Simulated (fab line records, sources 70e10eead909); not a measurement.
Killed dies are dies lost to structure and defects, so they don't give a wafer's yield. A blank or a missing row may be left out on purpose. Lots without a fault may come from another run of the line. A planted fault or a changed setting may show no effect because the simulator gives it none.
Which tool did it? | flow nand_harc | 12 lots, 34 wafers sampled, at 6 steps of a route of 1302

WHAT THE GAUGES READ, wafer by wafer
NHARC_P_M0_CD_MEAS_09: target cd 90 nm. Usual: cd_nm 90.0 nm, standard deviation 1.
lot  | measured     | on        | cd_nm (nm)     | flag
L971 | day 6 00:20  | cd_sem-03 | 91.4 91.0 91.7 |
L972 | day 6 12:45  | cd_sem-01 | 89.7 89.6 89.2 |
L974 | day 7 11:56  | cd_sem-02 | 91.7 91.9 91.7 |
L976 | day 8 00:08  | cd_sem-02 | 91.4 91.2 91.2 |
L977 | day 8 16:08  | cd_sem-02 | 88.8 88.0 89.0 |
L979 | day 9 08:43  | cd_sem-01 | 89.5 88.5 89.0 |
L980 | day 10 04:07 | cd_sem-03 | 89.3 89.5 88.6 |
L987 | day 12 20:24 | cd_sem-03 | 91.2 91.2      |
L988 | day 13 04:22 | cd_sem-03 | 88.7 89.7      |
L989 | day 13 11:58 | cd_sem-03 | 89.2 89.6 90.2 |
L993 | day 15 06:23 | cd_sem-01 | 89.6 88.9 88.6 |
L994 | day 15 17:55 | cd_sem-03 | 91.7 91.0 91.3 |

NHARC_P_M0_THK_MEAS_24: measures by xrf. Usual: thk_nm 117.8 nm, standard deviation 1.8.
lot  | measured     | on            | thk_nm (nm)       | flag
L971 | day 6 02:53  | film_metro-02 | 121.8 118.2 116.2 |
L972 | day 6 15:18  | film_metro-01 | 116.4 116.0 114.2 |
L974 | day 7 14:25  | film_metro-02 | 118.4 116.9 116.3 |
L976 | day 8 02:42  | film_metro-01 | 117.3 120.1 117.8 |
L977 | day 8 18:43  | film_metro-02 | 116.8 117.4 118.7 |
L979 | day 9 11:13  | film_metro-02 | 118.5 119.2 116.1 |
L980 | day 10 06:41 | film_metro-01 | 119.3 119.0 119.0 |
L987 | day 12 22:53 | film_metro-01 | 109.1 118.5       |
L988 | day 13 06:53 | film_metro-02 | 117.2 116.4       |
L989 | day 13 14:31 | film_metro-01 | 118.8 117.9 116.5 |
L993 | day 15 08:58 | film_metro-02 | 118.0 115.9 117.8 |
L994 | day 15 20:26 | film_metro-01 | 118.3 120.0 115.1 |

NHARC_END_SORT_01. Usual: defect_limited_yield 91.7 %, standard deviation 2.5; killed_at_array 52, standard deviation 18; killed_at_other 1.0, standard deviation 1.4; killed_at_periphery 3.1, standard deviation 2.3; killed_dies 56, standard deviation 17; killed_open 3.0, standard deviation 1.7; killed_short 2.5, standard deviation 1.7; sort_bin_2_pct 3.0 %, standard deviation 1.1; sort_bin_3_pct 0.6 %, standard deviation 0.36; sort_bin_4_pct 4.8 %, standard deviation 1.4; sort_n_pass 621, standard deviation 17; sort_rim_yield_pct 91 %, standard deviation 4.6; sort_yield_pct 91.7 %, standard deviation 2.5.
lot  | measured     | on        | defect_limited_yield (%) | killed_at_array | killed_at_other | killed_at_periphery | killed_dies | killed_open | killed_short | sort_bin_2_pct (%) | sort_bin_3_pct (%) | sort_bin_4_pct (%) | sort_n_pass | sort_rim_yield_pct (%) | sort_yield_pct (%) | flag
L974 | day 26 03:56 | prober-01 | 94.4 93.5 96.5           | 26 39 20        | 1 2 1           | 11 3 3              | 38 44 24    | 4 4 5       | 1 3 2        | 2.2 1.6 0.9        | 0.3 0.6 0.4        | 3.1 4.3 2.2        | 639 633 653 | 96 92 97               | 94.4 93.5 96.5     |
L976 | day 26 04:43 | prober-02 | 95.4 95.6 95.9           | 28 28 25        | 1 0 2           | 2 2 1               | 31 30 28    | 3 4 1       | 4 4 1        | 2.2 1.3 1.2        | 0.1 0.1 0.3        | 2.2 3.0 2.7        | 646 647 649 | 95 97 93               | 95.4 95.6 95.9     |
L979 | day 27 17:08 | prober-01 | 87.3 93.6 88.9           | 76 37 70        | 6 2 5           | 4 4 0               | 86 43 75    | 6 4 4       | 3 2 1        | 4.1 1.9 4.4        | 0.6 0.4 1.0        | 8.0 4.0 5.6        | 591 634 602 | 87 90 94               | 87.3 93.6 88.9     |
L980 | day 28 11:28 | prober-02 | 89.5 90.8 92.6           | 70 60 47        | 0 0 0           | 1 2 3               | 71 62 50    | 2 1 1       | 2 3 1        | 3.7 2.8 3.4        | 0.4 0.6 0.3        | 6.4 5.8 3.7        | 606 615 627 | 96 84 97               | 89.5 90.8 92.6     |
L989 | day 31 19:13 | prober-01 | 89.2 90.3 91.1           | 68 62 58        | 1 0 0           | 4 4 2               | 73 66 60    | 3 5 0       | 1 3 2        | 3.8 3.1 4.0        | 1.0 0.7 0.4        | 5.9 5.9 4.4        | 604 611 617 | 86 84 90               | 89.2 90.3 91.1     |

WHICH TOOL RAN EACH LOT (tool, then ch and the chambers of the sampled wafers, then the start)
lot  | NHARC_P_CONTACT_PVD_32                  | NHARC_P_M0_PRE_CLEAN_29                 | NHARC_P_M0_CMP_23
L971 | pvd_sputter-01, day 6 00:20 or earlier  | pvd_sputter-03, day 6 02:40 or earlier  | cmp-02 ch 1,2,3, day 6 02:40
L972 | pvd_sputter-01, day 6 12:45 or earlier  | pvd_sputter-03, day 6 14:59 or earlier  | cmp-03 ch 0,3, day 6 14:59
L974 | pvd_sputter-01, day 7 11:56 or earlier  | pvd_sputter-02, day 7 14:10 or earlier  | cmp-02 ch 0,1,3, day 7 14:10
L976 | pvd_sputter-02, day 8 00:08 or earlier  | pvd_sputter-01, day 8 02:23 or earlier  | cmp-01 ch 0,2, day 8 02:23
L977 | pvd_sputter-02, day 8 16:08 or earlier  | pvd_sputter-03, day 8 18:28 or earlier  | cmp-02 ch 0,1,2, day 8 18:28
L979 | pvd_sputter-02, day 9 08:43 or earlier  | pvd_sputter-03, day 9 10:54 or earlier  | cmp-01 ch 0,3, day 9 10:54
L980 | pvd_sputter-02, day 10 04:07 or earlier | pvd_sputter-02, day 10 06:23 or earlier | cmp-02 ch 0,1, day 10 06:23
L987 | pvd_sputter-03, day 12 20:24 or earlier | pvd_sputter-01, day 12 22:41 or earlier | cmp-03 ch 0,3, day 12 22:41
L988 | pvd_sputter-03, day 13 04:22 or earlier | pvd_sputter-02, day 13 06:34 or earlier | cmp-03 ch 0,2, day 13 06:34
L989 | pvd_sputter-01, day 13 11:58 or earlier | pvd_sputter-03, day 13 14:12 or earlier | cmp-01 ch 2,3, day 13 14:12
L993 | pvd_sputter-01, day 15 06:23 or earlier | pvd_sputter-01, day 15 08:43 or earlier | cmp-01 ch 1,2,3, day 15 08:43
L994 | pvd_sputter-01, day 15 17:55 or earlier | pvd_sputter-01, day 15 20:07 or earlier | cmp-01 ch 1,2,3, day 15 20:07
- NHARC_P_CONTACT_PVD_32: deposits Ti, target thk 5 nm, time 17.7 s.
- NHARC_P_M0_PRE_CLEAN_29: time 30 s.
- NHARC_P_M0_CMP_23: polishes, t overpolish 20 s, target thk 117.54 nm.

WHAT THE TOOLS THEMSELVES READ (means of the sampled wafers that have a number; where no wafer has one, the mark that the record gives instead)
NHARC_P_CONTACT_PVD_32. Usual: throttle_valve_pct 30.2 %, standard deviation 1.2.
lot  | tool           | throttle_valve_pct (%) | flag
L971 | pvd_sputter-01 | 30.8                   |
L972 | pvd_sputter-01 | 31.6                   |
L974 | pvd_sputter-01 | 31.4                   |
L976 | pvd_sputter-02 | 29.5                   |
L977 | pvd_sputter-02 | 29.4                   |
L979 | pvd_sputter-02 | 28.9                   |
L980 | pvd_sputter-02 | 30.4                   |
L987 | pvd_sputter-03 | 28.7                   |
L988 | pvd_sputter-03 | 29.7                   |
L989 | pvd_sputter-01 | 31.7                   |
L993 | pvd_sputter-01 | 31.3                   |
L994 | pvd_sputter-01 | 31.5                   |

NHARC_P_M0_PRE_CLEAN_29. Usual: heater_power_w 404 W, standard deviation 37.
lot  | tool           | heater_power_w (W) | flag
L971 | pvd_sputter-03 | 439                |
L972 | pvd_sputter-03 | 405                |
L974 | pvd_sputter-02 | 440                |
L976 | pvd_sputter-01 | 365                |
L977 | pvd_sputter-03 | 396                |
L979 | pvd_sputter-03 | 394                |
L980 | pvd_sputter-02 | 434                |
L987 | pvd_sputter-01 | 374                |
L988 | pvd_sputter-02 | 390                |
L989 | pvd_sputter-03 | 401                |
L993 | pvd_sputter-01 | 396                |
L994 | pvd_sputter-01 | 386                |

NHARC_P_M0_CMP_23. Usual: motor_current_A 12.5 A, standard deviation 1.1; retaining_ring_pressure_frac 1.000, standard deviation 0.0051; slurry_filter_dp_kPa 13.49 kPa, standard deviation 0.13; time_to_endpoint_s 29 s, standard deviation 3.9.
lot  | tool   | motor_current_A (A) | retaining_ring_pressure_frac | slurry_filter_dp_kPa (kPa) | time_to_endpoint_s (s) | flag
L971 | cmp-02 | 12.9                | 1.000                        | 13.42                      | 27                     |
L972 | cmp-03 | 12.7                | 1.003                        | 13.53                      | 26                     |
L974 | cmp-02 | 12.7                | 1.002                        | 13.55                      | 28                     |
L976 | cmp-01 | 13.6                | 1.004                        | 13.56                      | 29                     |
L977 | cmp-02 | 12.3                | 1.001                        | 13.45                      | 30                     |
L979 | cmp-01 | 12.4                | 0.997                        | 13.49                      | 32                     |
L980 | cmp-02 | 12.3                | 1.007                        | 13.49                      | 28                     |
L987 | cmp-03 | 12.0                | 0.996                        | 13.61                      | 23                     |
L988 | cmp-03 | 11.9                | 0.994                        | 13.62                      | 28                     |
L989 | cmp-01 | 12.7                | 1.000                        | 13.52                      | 29                     |
L993 | cmp-01 | 12.8                | 1.000                        | 13.62                      | 30                     |
L994 | cmp-01 | 12.6                | 1.001                        | 13.58                      | 27                     |

THE ANSWER, worked out from the rows above alone
Rule: a lot is off if the mean of its wafers that have a number lies more than 3 standard deviations from the usual mean. A lot without any number at a reading at which 4 lots or more have one is off too. The other lots that the step has rows for count as sound. The gauges are gone through in route order, then the tools' own readings, and for those a lot's mean is taken as printed above. The first step at which some lot is off is used, and at that step the reading that is off furthest; a lot without a number counts as furthest.
No lot is off at any reading shown: from this, nothing can be told.

WHAT THE SIMULATOR HAD PUT IN
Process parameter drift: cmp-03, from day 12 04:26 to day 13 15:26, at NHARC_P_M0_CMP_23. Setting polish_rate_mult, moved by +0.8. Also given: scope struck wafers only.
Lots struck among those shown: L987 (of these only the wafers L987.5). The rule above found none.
